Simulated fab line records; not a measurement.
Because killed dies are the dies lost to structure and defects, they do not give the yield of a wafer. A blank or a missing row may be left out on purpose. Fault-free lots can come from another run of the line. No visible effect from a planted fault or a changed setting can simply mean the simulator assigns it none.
Matching of chambers | flow nand harc | 3 sister chambers for NHARC_A_ONON_D1_DEP_33 on pecvd-03
The step deposits SiO2, target thk 200 nm. 3 wafers are shown with their chamber, then 7 later ones without.

WAFERS WITH THEIR CHAMBER
wafer  | chamber | throttle valve pct (%)
L605.1 | 0       | 17.0
L605.6 | 2       | 15.3
L604.4 | 1       | 16.5

WAFERS WITH NO CHAMBER GIVEN
wafer  | throttle valve pct (%)
L604.6 | 15.5
L608.1 | 15.5
L608.2 | 16.5
L608.4 | 17.0
L612.3 | 17.2
L612.4 | 16.7
L612.6 | 17.1

EACH ONE'S CHAMBER
wafer  | from the rows above     | in truth
L604.6 | 2                       | 2
L608.1 | 2                       | 2
L608.2 | 1                       | 1
L608.4 | 0                       | 0
L612.3 | 0                       | 0
L612.4 | can't be placed: 1 or 0 | 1
L612.6 | 0                       | 0
Correctly placed: 6 of 7. These rows do not allow placing 1 (true chamber among the candidates in 1). Number placed wrongly: 0.
How it was worked out, from the rows above alone: a wafer's distance from a chamber is the root of the sum, over the readings, of the square of ((its reading less the chamber's mean) divided by the reading's scatter). If the next closest chamber is less than 2 further off than the closest, the wafer can't be placed; otherwise it belongs to the closest. For every chamber, the mean is computed from those of its wafers that are shown. The scatter: with one shown wafer a chamber, the root of the mean of the squares of how far each hidden wafer lies from its nearest shown one.
